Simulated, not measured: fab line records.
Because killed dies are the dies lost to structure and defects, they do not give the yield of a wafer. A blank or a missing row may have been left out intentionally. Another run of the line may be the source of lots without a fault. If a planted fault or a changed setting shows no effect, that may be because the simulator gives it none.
fab line records	flow n5_finfet
record lots=9	wafers=27	last_day=18
route steps=1938 shown SDB@369 HKMG_FIN@386 BEOL_M4@1111 PASSIVATION@1936
lots untouched by any fault: they come from a run of this same line in which no faults occurred
start_h: the number of hours between the record's first day and the start of the first shown wafer of the lot	wait_h: hours elapsed since this lot's preceding step	" as in the row above	L1.1+2: a single row standing in for several wafers	- value missing, or start not given	* or withheld: withheld	< > ~ a bound
route shown NAME@n: a module of which the file shows steps, and the number in the route of the first	usual: mean/standard deviation of fault-free wafers	same: alike in all rows	chamber/n: place in a boat	sites: the reading at each site	_std_site: their standard deviation	_edge_site: outer sites' mean less inner sites'	radius_mm: for every site, how far away it sits from the centre of the wafer	mask NAME#n: copy n	behind: the most recent tool/chamber to have shaped the wafer	hold: why the lot went on hold/how many hours it stayed there/how the hold came to an end	device: transistor that didn't switch, given as n, p or np	end of line: tests run on the same wafers once the route is complete	where a step has no rows: the recipe by itself	killed: dies lost to structure and defects at the first sort, not the wafer's yield	map: per-die view of a wafer (x killed, . not killed, _ where there is no die)
set.NAME: setting as actually run; set.NAME@STEP: the setting as run at that earlier step	model.NAME: the simulator's own value behind a step, which no gauge read
steps of the route over a sample of lots; a table a step, a row a wafer
services: when a tool's chamber went out of use (start_h, in hours from the record's first day, below 0 if earlier), for how many hours, and the reason
## steps
# step N5_SDB_CUT_ETCH_26
# recipe chemistry=HBr/Cl2/O2	target=Si	target_depth_a=1296	bt_time_s=20	mask_material=SiNx	time_s=51.8	ion_energy_ev=*	bias_w=*	pressure_mtorr=10	icp_w=800	HBr_flow_sccm=150	Cl2_flow_sccm=80	O2_flow_sccm=12
# usual drypump_motor_current_A=5.6/0.31	oes_product_au=0.999/0.014	throttle_valve_pct=37.25/0.3
# same bt_time_s=20
lot.wafer	tool	chamber	start_h	wait_h	drypump_motor_current_A	oes_product_au	rf_hours_counter_h	throttle_valve_pct
L255.4	rie_si-04	3	69.12	0.1	5.6	0.997	66	37.03
L255.5	"	2	"	"	6.2	1.003	-	37.51
L255.6	"	1	"	"	4.9	1.029	-	36.93
L256.2	rie_si-06	2	75.45	0.1	5.6	0.994	55	36.75
L256.4	"	1	"	"	5.4	1.012	188	37.23
L256.6	"	1	"	"	5.5	1.005	-	37.21
L257.2	rie_si-04	1	79.91	0.1	4.9	1.022	3	36.93
L257.3	"	0	"	"	6.1	1.002	162	37.86
L257.5	"	3	"	"	5.6	1.002	-	37.01
L265.2	rie_si-02	2	126.68	0.1	5.9	0.974	77	37.58
L265.4	"	3	"	"	5.3	0.989	-	37.49
L265.6	"	2	"	"	5.8	0.979	-	37.57
L266.1	rie_si-02	2	134.27	0.1	5.9	0.982	78	37.60
L266.2	"	3	"	"	5.3	0.987	48	37.49
L266.6	"	3	"	"	5.3	0.982	-	37.49
L275.1	rie_si-06	0	191.59	0.1	5.5	0.993	63	36.90
L275.5	"	2	"	"	5.6	0.989	-	36.76
L275.6	"	0	"	"	5.5	0.987	-	36.92
L276.2	rie_si-02	0	201.07	0.1	5.8	1.016	118	37.26
L276.3	"	1	"	"	5.1	1.004	1	37.30
L276.4	"	3	"	"	5.3	0.978	49	37.50
L278.2	rie_si-02	2	213.23	0.1	5.8	0.975	79	37.61
L278.4	"	1	"	"	5.1	1.000	1	37.29
L278.5	"	3	"	"	5.3	0.982	-	37.48
L277.1	rie_si-04	0	216.57	0.1	6.1	0.995	165	37.83
L277.2	"	1	"	"	4.9	1.016	6	36.94
L277.4	"	3	"	"	5.6	1.010	69	37.04
# step N5_HKMG_FIN_HK_ALD_01
# recipe material=HfO2	target_thk_a=16	temp_c=withheld	ald_precursor_family=HfCl4	ald_co_reactant=H2O	pulse_time_s=3	purge_time_s=3	co_reactant_purge_time_s=2.5	co_reactant_pulse_time_s=0.3	ald_cycles=30
# usual precursor_pulse_height_rel=0.999/0.022
# same ald_cycles=30	co_reactant_purge_time_s=2.5
lot.wafer	tool	chamber	start_h	wait_h	precursor_pulse_height_rel
L255.4	ald_hk-03	1	73.04	0.0	0.983
L255.5	"	3	"	"	1.004
L255.6	"	0	"	"	0.986
L256.2	ald_hk-01	1	79.48	0.0	0.997
L256.4	"	3	"	"	1.006
L256.6	"	1	"	"	1.022
L257.2	ald_hk-03	1	83.75	0.0	1.013
L257.3	"	0	"	"	1.002
L257.5	"	3	"	"	1.034
L265.2	ald_hk-01	0	130.61	0.0	1.014
L265.4	"	2	"	"	1.025
L265.6	"	0	"	"	0.989
L266.1	ald_hk-03	0	138.10	0.0	0.973
L266.2	"	2	"	"	1.035
L266.6	"	0	"	"	0.949
L275.1	ald_hk-03	1	195.70	0.0	0.987
L275.5	"	2	"	"	0.990
L275.6	"	3	"	"	0.975
L276.2	ald_hk-02	1	205.76	0.0	1.023
L276.3	"	3	"	"	0.977
L276.4	"	0	"	"	0.948
L278.2	ald_hk-03	1	217.10	0.0	0.997
L278.4	"	2	"	"	0.985
L278.5	"	1	"	"	1.027
L277.1	ald_hk-02	0	220.42	0.0	1.045
L277.2	"	1	"	"	0.948
L277.4	"	3	"	"	0.968
# step N5_HKMG_FIN_HK_ANNEAL_02
# recipe temp_c=700	time_s=30	ambient=N2	idle_temp_c=600	ramp_up_c_per_s=150	ramp_down_c_per_s=60	cool_to_c=600
# usual lamp_power_pct=8.81/0.054	lamp_zone_1_pct=8.798/0.011	lamp_zone_2_pct=8.798/0.011	lamp_zone_3_pct=8.799/0.013	lamp_zone_4_pct=8.794/0.012	lamp_zone_5_pct=8.797/0.011	lamp_zone_6_pct=8.725/0.012	lamp_zone_7_pct=9.194/0.011	wafer_temp_C_max=702.9/0.65
lot.wafer	tool	chamber	start_h	wait_h	lamp_power_pct	lamp_zone_1_pct	lamp_zone_2_pct	lamp_zone_3_pct	lamp_zone_4_pct	lamp_zone_5_pct	lamp_zone_6_pct	lamp_zone_7_pct	wafer_temp_C_max
L255.4	rtp_anneal-02	0	73.39	0.3	8.74	8.785	8.782	8.812	8.785	8.817	8.748	9.192	702.2
L255.5	"	0	"	"	8.81	8.798	8.806	8.798	8.788	8.817	8.734	9.199	702.5
L255.6	"	0	"	"	8.73	8.797	8.785	8.805	8.778	8.791	8.721	9.188	702.7
L256.2	rtp_anneal-01	0	79.85	0.3	8.77	8.800	8.813	8.784	8.778	8.799	8.737	9.193	702.2
L256.4	"	0	"	"	8.83	8.821	8.794	8.794	8.804	8.805	8.713	9.182	702.9
L256.6	"	0	"	"	8.76	8.812	8.793	8.783	8.792	8.791	8.723	9.185	702.2
L257.2	rtp_anneal-02	0	83.96	0.1	8.72	8.801	8.802	8.784	8.815	8.803	8.739	9.191	703.2
L257.3	"	0	"	"	8.85	8.773	8.807	8.799	8.789	8.801	8.760	9.189	702.9
L257.5	"	0	"	"	8.87	8.810	8.795	8.804	8.779	8.801	8.720	9.205	701.6
L265.2	rtp_anneal-02	0	130.83	0.1	9.28	9.239	9.237	9.215	9.223	9.240	9.151	9.666	702.8
L265.4	"	0	"	"	9.24	9.233	9.228	9.245	9.240	9.210	9.149	9.626	702.1
L265.6	"	0	"	"	9.35	9.248	9.216	9.218	9.227	9.244	9.157	9.655	702.4
L266.1	rtp_anneal-02	0	138.28	0.1	9.19	9.233	9.228	9.252	9.236	9.236	9.141	9.637	701.5
L266.2	"	0	"	"	9.28	9.233	9.231	9.226	9.250	9.238	9.154	9.674	703.8
L266.6	"	0	"	"	9.18	9.230	9.241	9.225	9.221	9.237	9.157	9.638	702.3
L275.1	rtp_anneal-01	0	195.89	0.1	8.84	8.799	8.817	8.789	8.782	8.785	8.736	9.199	703.3
L275.5	"	0	"	"	8.72	8.797	8.790	8.812	8.777	8.797	8.723	9.179	703.4
L275.6	"	0	"	"	8.73	8.813	8.793	8.802	8.793	8.790	8.717	9.181	703.0
L276.2	rtp_anneal-02	0	205.97	0.1	8.77	8.800	8.789	8.803	8.811	8.791	8.707	9.202	703.6
L276.3	"	0	"	"	8.85	8.794	8.797	8.833	8.777	8.799	8.751	9.198	702.5
L276.4	"	0	"	"	8.78	8.784	8.785	8.786	8.792	8.795	8.736	9.185	702.4
L278.2	rtp_anneal-01	0	217.31	0.1	8.82	8.790	8.799	8.784	8.798	8.786	8.727	9.198	702.8
L278.4	"	0	"	"	8.80	8.791	8.796	8.798	8.811	8.797	8.740	9.176	702.6
L278.5	"	0	"	"	8.84	8.791	8.811	8.791	8.787	8.805	8.735	9.187	702.4
L277.1	rtp_anneal-02	0	220.61	0.1	8.86	8.798	8.813	8.799	8.819	8.781	8.707	9.186	704.2
L277.2	"	0	"	"	8.76	8.808	8.803	8.817	8.796	8.809	8.722	9.195	703.7
L277.4	"	0	"	"	8.82	8.776	8.799	8.793	8.806	8.806	8.727	9.194	702.8
# step N5_HKMG_FIN_OVL_MEAS_50
# recipe points_per_wafer=44
# usual NDIPOLE_OVL=-0.1/0.67
lot.wafer	tool	chamber	start_h	wait_h	NDIPOLE_OVL[nm]
L255.4	overlay-01	0	74.09	0.0	0.8
L255.5	"	0	"	"	0.0
L255.6	"	0	"	"	-0.8
L256.2	overlay-02	0	80.61	0.0	-0.8
L256.4	"	0	"	"	-0.2
L256.6	"	0	"	"	-0.7
L257.2	overlay-02	0	84.72	0.0	-0.5
L257.3	"	0	"	"	0.4
L257.5	"	0	"	"	-0.2
L265.2	overlay-01	0	131.59	0.0	-0.1
L265.4	"	0	"	"	0.6
L265.6	"	0	"	"	-0.4
L266.1	overlay-02	0	139.07	0.0	0.7
L266.2	"	0	"	"	0.6
L266.6	"	0	"	"	0.8
L275.1	overlay-02	0	196.68	0.0	-0.7
L275.5	"	0	"	"	0.1
L275.6	"	0	"	"	-0.8
L276.2	overlay-01	0	206.61	0.0	-0.3
L276.3	"	0	"	"	-0.5
L276.4	"	0	"	"	0.0
L278.2	overlay-01	0	218.07	0.0	-0.6
L278.4	"	0	"	"	-2.2
L278.5	"	0	"	"	-1.4
L277.1	overlay-01	0	221.27	0.0	0.7
L277.2	"	0	"	"	0.3
L277.4	"	0	"	"	-0.1
# step N5_BEOL_M4_RC_MEAS_101
# usual DIBL_N=36.0/1.9	DIBL_P=36.0/2.1	IOFF_N=0.155/0.029	IOFF_P=0.20/0.032	ION_N=672/11	ION_P=461/6.9	SS_N=71.5/0.58	SS_P=73.2/0.64	VT_N=250.4/2.9	VT_P=-251.0/2.8
lot.wafer	tool	chamber	start_h	wait_h	DIBL_N[mV/V]	DIBL_P[mV/V]	IOFF_N[nA/um]	IOFF_P[nA/um]	ION_N[uA/um]	ION_P[uA/um]	SS_N[mV/dec]	SS_P[mV/dec]	VT_N[mV]	VT_P[mV]
L255.4	prober-02	0	180.36	0.5	34.5	33.8	0.124	0.16	676	455	70.4	72.2	254.2	-256.0
L255.5	"	0	"	"	35.0	35.0	0.131	0.17	659	446	71.1	72.5	253.3	-252.8
L255.6	"	0	"	"	35.1	34.7	0.136	0.16	661	451	70.7	72.9	251.9	-257.8
L256.2	prober-02	0	185.41	0.2	36.5	35.3	0.129	0.19	654	452	71.4	73.9	254.5	-251.4
L256.4	"	0	"	"	34.5	33.6	0.114	0.18	672	470	71.0	72.9	254.6	-251.4
L256.6	"	0	"	"	34.4	33.3	0.112	0.17	666	462	70.8	72.3	254.9	-253.8
L257.2	prober-01	0	187.22	0.2	34.9	34.6	0.145	0.22	661	457	71.4	72.4	249.4	-248.6
L257.3	"	0	"	"	35.2	35.3	0.160	0.22	670	462	71.6	73.1	245.6	-248.3
L257.5	"	0	"	"	36.4	35.9	0.168	0.22	669	460	72.3	72.6	247.4	-250.0
L266.1	prober-01	0	237.95	0.0	35.8	35.0	0.152	0.21	677	466	71.8	72.4	249.8	-250.9
L266.2	"	0	"	"	37.6	36.7	0.178	0.23	681	469	71.6	73.5	250.2	-250.5
L266.6	"	0	"	"	35.3	34.6	0.133	0.19	656	457	71.6	72.4	254.5	-252.2
L265.2	prober-02	0	244.82	0.2	35.7	35.9	0.173	0.23	681	468	71.2	73.4	248.8	-248.8
L265.4	"	0	"	"	34.8	34.8	0.153	0.21	678	468	71.3	72.5	247.4	-249.8
L265.6	"	0	"	"	34.3	34.2	0.141	0.20	672	459	71.2	72.7	250.3	-248.4
L275.1	prober-02	0	303.98	0.0	38.0	36.8	0.169	0.22	676	469	72.0	73.9	249.1	-247.3
L275.5	"	0	"	"	36.2	35.3	0.148	0.20	673	462	70.9	73.6	250.4	-249.4
L275.6	"	0	"	"	38.5	37.9	0.187	0.23	679	460	71.9	74.0	246.4	-247.4
L278.2	prober-01	0	311.51	0.2	37.5	36.0	0.179	0.23	672	465	71.6	73.9	248.6	-246.8
L278.4	"	0	"	"	35.8	34.7	0.147	0.20	678	460	71.1	72.9	251.6	-250.3
L278.5	"	0	"	"	38.0	36.4	0.173	0.24	657	450	71.5	73.8	248.6	-252.1
L276.2	prober-02	0	312.04	0.2	33.6	33.1	0.130	0.18	675	467	71.5	72.1	250.5	-250.3
L276.3	"	0	"	"	32.7	32.2	0.124	0.17	673	464	70.7	72.4	255.6	-251.7
L276.4	"	0	"	"	34.6	33.9	0.132	0.19	656	457	70.9	72.7	253.0	-251.1
L277.1	prober-01	0	313.78	0.0	34.4	35.1	0.149	0.19	682	466	71.6	73.0	252.9	-249.1
L277.2	"	0	"	"	33.3	33.1	0.118	0.15	661	450	71.0	72.6	255.5	-255.7
L277.4	"	0	"	"	32.8	33.0	0.119	0.16	674	462	70.4	72.9	251.2	-253.9
# step N5_PASSIVATION_PROBE_49
# usual defect_limited_yield=91.0/1.5	killed_at_M0_to_M3=33/9.4	killed_at_M4_up=14/4.8	killed_at_contacts=13/7.3	killed_at_front_end=43/13	killed_at_other=3.6/2.9	killed_dies=106/18	killed_on_rim=14/4.2	killed_open=69/13	killed_short=35/8.2	sort_bin_5_function=5.3/1	sort_bin_6_memory=3.3/0.68	sort_n_pass=1074/18	sort_yield_pct=91.0/1.5
# same gross_dies=1180	killed_at_back_side=0	sort_bin_4_leakage[%]=0	sort_bin_8_speed[%]=0
lot.wafer	tool	chamber	start_h	wait_h	defect_limited_yield[%]	killed_at_M0_to_M3	killed_at_M4_up	killed_at_contacts	killed_at_front_end	killed_at_other	killed_dies	killed_on_rim	killed_open	killed_short	sort_bin_5_function[%]	sort_bin_6_memory[%]	sort_n_pass	sort_yield_pct[%]
L255.4	prober-02	-	277.23	0.4	91.2	20	11	25	45	3	104	14	67	37	5.3	3.0	1076	91.2
L255.5	prober-02	-	277.28	0.4	90.8	47	11	14	34	2	108	15	75	33	5.1	3.9	1072	90.8
L255.6	prober-02	-	277.33	0.5	91.2	50	10	8	36	0	104	14	66	36	5.1	3.3	1076	91.2
L256.2	prober-01	-	280.47	0.1	88.5	26	25	30	48	7	136	13	102	33	7.5	3.8	1044	88.5
L256.4	prober-01	-	280.57	0.2	90.3	23	13	33	43	2	114	18	76	37	5.8	3.4	1066	90.3
L256.6	prober-01	-	280.67	0.3	88.9	48	23	21	38	1	131	12	89	42	6.1	4.7	1049	88.9
L266.1	prober-02	-	345.08	0.0	90.8	40	20	13	31	5	109	11	66	42	5.1	3.9	1071	90.8
L266.2	prober-02	-	345.13	0.1	91.6	38	14	8	36	3	99	22	53	37	4.2	3.2	1081	91.6
L266.6	prober-02	-	345.33	0.3	91.9	33	13	8	41	1	96	10	59	36	4.6	3.3	1084	91.9
L265.4	prober-02	-	356.70	0.2	93.6	21	14	4	34	2	75	12	61	13	4.2	1.9	1105	93.6
L275.1	prober-02	-	404.19	0.0	92.7	24	16	6	38	2	86	5	58	26	4.3	2.9	1094	92.7
L275.5	prober-02	-	404.39	0.2	90.9	44	11	4	43	5	107	14	68	36	5.1	3.4	1073	90.9
L275.6	prober-02	-	404.44	0.3	90.3	30	14	13	54	4	115	11	69	38	5.8	3.4	1065	90.3
L277.1	prober-01	-	428.13	0.0	91.5	34	18	4	36	8	100	17	56	34	4.2	3.2	1080	91.5
L277.2	prober-01	-	428.18	0.1	94.4	19	9	5	24	9	66	11	40	24	3.5	1.9	1114	94.4
L277.4	prober-01	-	428.28	0.2	90.8	49	13	6	30	10	108	18	57	51	4.7	3.9	1072	90.8
# killed by level:class
L255.4 MOL_CONTACT_COAG:geometric_particle:open=21 STI_FIN_REVEAL:geometric_particle:open=8 FIN_SAQP:geometric_particle:short=7 DUMMY_GATE:geometric_particle:open=7 FIN_SAQP:geometric_particle:open=6 BEOL_M0_SAQP:geometric_particle:short=6 GATE_CUT:geometric_particle:short=6 BEOL_M4:geometric_particle:open=5
L255.5 STI_FIN_REVEAL:geometric_particle:open=14 BEOL_M0:geometric_particle:short=13 MOL_CONTACT_COAG:geometric_particle:open=12 BEOL_M3:geometric_particle:open=12 BEOL_M2:geometric_particle:open=7 BEOL_M0_SAQP:geometric_particle:open=6 FIN_SAQP:geometric_particle:short=4 BEOL_M0_SAQP:geometric_particle:short=4
L255.6 STI_FIN_REVEAL:geometric_particle:open=18 BEOL_M0_SAQP:geometric_particle:short=12 BEOL_M2:geometric_particle:open=12 BEOL_M0:geometric_particle:open=9 MOL_CONTACT_COAG:geometric_particle:open=5 BEOL_M0_SAQP:geometric_particle:open=4 STARTING-WAFER:geometric_particle:short=3 DUMMY_GATE:geometric_particle:open=3
L256.2 MOL_CONTACT_COAG:geometric_particle:open=27 BEOL_M4:geometric_particle:open=17 FIN_SAQP:geometric_particle:open=14 STI_FIN_REVEAL:geometric_particle:open=12 BEOL_M0_SAQP:geometric_particle:short=9 BEOL_M0_SAQP:geometric_particle:open=8 FIN_SAQP:geometric_particle:short=6 STI_FIN_REVEAL:geometric_particle:short=6
L256.4 MOL_CONTACT_COAG:geometric_particle:open=24 FIN_SAQP:geometric_particle:open=12 STI_FIN_REVEAL:geometric_particle:open=9 MOL_CONTACT_COAG:geometric_particle:short=9 BEOL_M3:geometric_particle:open=6 FIN_SAQP:geometric_particle:short=5 BEOL_M4:geometric_particle:open=5 BEOL_M2:geometric_particle:short=4
L256.6 MOL_CONTACT_COAG:geometric_particle:open=19 BEOL_M4:geometric_particle:open=13 BEOL_M0_SAQP:geometric_particle:open=10 BEOL_M0_SAQP:geometric_particle:short=10 BEOL_M1:geometric_particle:open=9 FIN_SAQP:geometric_particle:short=7 BEOL_M3:geometric_particle:open=6 FIN_SAQP:geometric_particle:open=4
L266.1 BEOL_M0_SAQP:geometric_particle:short=11 MOL_CONTACT_COAG:geometric_particle:open=10 BEOL_M2:geometric_particle:open=9 FIN_SAQP:geometric_particle:short=7 STI_FIN_REVEAL:geometric_particle:open=7 FIN_SAQP:geometric_particle:open=6 BEOL_M6:geometric_particle:open=5 BEOL_M1:geometric_particle:open=4
L266.2 BEOL_M0_SAQP:geometric_particle:open=14 BEOL_M0_SAQP:geometric_particle:short=13 HKMG_FIN:area_etch=8 MOL_CONTACT_COAG:geometric_particle:open=7 FIN_SAQP:geometric_particle:open=6 BEOL_M4:geometric_particle:open=6 STARTING-WAFER:geometric_particle:short=6 FIN_SAQP:geometric_particle:short=4
L266.6 FIN_SAQP:geometric_particle:open=9 BEOL_M0_SAQP:geometric_particle:open=9 MOL_CONTACT_COAG:geometric_particle:open=6 FIN_SAQP:geometric_particle:short=5 BEOL_M1:geometric_particle:open=5 BEOL_M2:geometric_particle:open=5 BEOL_M5:geometric_particle:short=5 STI_FIN_REVEAL:geometric_particle:open=4
L265.4 FIN_SAQP:geometric_particle:open=7 BEOL_M3:geometric_particle:open=7 BEOL_M2:geometric_particle:open=6 BEOL_M4:geometric_particle:open=6 STI_FIN_REVEAL:geometric_particle:open=5 DUMMY_GATE:geometric_particle:open=4 ILD0:geometric_particle:open=4 GATE_CUT:geometric_particle:short=3
L275.1 STI_FIN_REVEAL:geometric_particle:open=9 BEOL_M1:geometric_particle:open=7 GATE_CUT:geometric_particle:short=6 MOL_CONTACT_COAG:geometric_particle:open=6 DUMMY_GATE:geometric_particle:open=5 BEOL_M2:geometric_particle:open=5 BEOL_M4:geometric_particle:short=5 BEOL_M6:geometric_particle:open=5
L275.5 STI_FIN_REVEAL:geometric_particle:open=13 BEOL_M0_SAQP:geometric_particle:open=10 BEOL_M2:geometric_particle:open=10 BEOL_M0_SAQP:geometric_particle:short=7 BEOL_M1:geometric_particle:open=7 GATE_CUT:geometric_particle:short=6 BEOL_M4:geometric_particle:open=6 FIN_SAQP:geometric_particle:open=4
L275.6 STI_FIN_REVEAL:geometric_particle:open=13 BEOL_M1:geometric_particle:open=10 FIN_SAQP:geometric_particle:short=9 MOL_CONTACT_COAG:geometric_particle:open=8 FIN_SAQP:geometric_particle:open=7 DUMMY_GATE:geometric_particle:open=7 BEOL_M1:geometric_particle:short=5 BEOL_M2:geometric_particle:open=5
L277.1 FIN_SAQP:geometric_particle:open=9 HKMG_FIN:area_etch=9 BEOL_M0_SAQP:geometric_particle:open=7 BEOL_M0_SAQP:geometric_particle:short=7 BEOL_M3:geometric_particle:open=6 BEOL_M4:geometric_particle:open=6 BEOL_M4:geometric_particle:short=5 FIN_SAQP:geometric_particle:short=4
L277.2 STI_FIN_REVEAL:geometric_particle:open=7 BEOL_M4:geometric_particle:open=6 BEOL_M1:geometric_particle:short=5 MOL_CONTACT_COAG:geometric_particle:open=4 BEOL_M0_SAQP:geometric_particle:short=4 BEOL_M3:geometric_particle:open=4 STARTING-WAFER:geometric_particle:open=4 FIN_SAQP:geometric_particle:short=3
L277.4 BEOL_M0_SAQP:geometric_particle:short=16 BEOL_M0_SAQP:geometric_particle:open=14 GATE_CUT:geometric_particle:short=7 FIN_SAQP:geometric_particle:short=5 BEOL_M4:geometric_particle:open=5 PASS1_CAP:geometric_particle:short=5 GATE_CUT:geometric_particle:open=4 MOL_CONTACT_COAG:geometric_particle:open=4
## services
tool	chamber	start_h	hours	kind
ald_hk-02	-	50.51	2.8	pm
rie_si-04	-	89.53	2.8	pm
rie_si-06	3	94.51	-	clean
rie_si-06	3	94.51	25.5	scheduled_down
rie_si-06	3	94.51	25.5	vent_cycle
rie_si-02	2	95.63	3.7	repair
rie_si-04	-	105.97	0.4	repair
rie_si-02	1	115.70	-	clean
rie_si-02	1	115.70	19.8	scheduled_down
rie_si-02	1	115.70	19.8	vent_cycle
ald_hk-01	-	123.43	0.9	repair
rie_si-02	3	152.36	10.0	repair
rie_si-06	3	152.71	48.8	repair
rie_si-06	1	201.49	-	clean
rie_si-06	1	201.49	20.9	scheduled_down
rie_si-06	1	201.49	20.9	vent_cycle
rie_si-04	2	219.94	2.9	repair
## key
first_sign step=N5_HKMG_FIN_HK_ANNEAL_02	reading=lamp_zone_7_pct	direction=up	sigmas=40	usual=*	struck=*
effect step=N5_HKMG_FIN_HK_ANNEAL_02	reading=lamp_zone_1_pct	direction=up	sigmas=40	usual=*	struck=*
met_at N5_HKMG_FIN_HK_ANNEAL_02
struck_lots L265,L266
not_acting_at N5_SDB_CUT_ETCH_26,N5_HKMG_FIN_HK_ALD_01,N5_HKMG_FIN_OVL_MEAS_50
onset_between 83.96 130.83
fault kind=process_parameter_drift	tool=rtp_anneal-02	chamber=-	onset_h=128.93	steps=N5_HKMG_FIN_HK_ANNEAL_02	channel=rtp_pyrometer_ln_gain	offset=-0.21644	shape=step	end_h=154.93
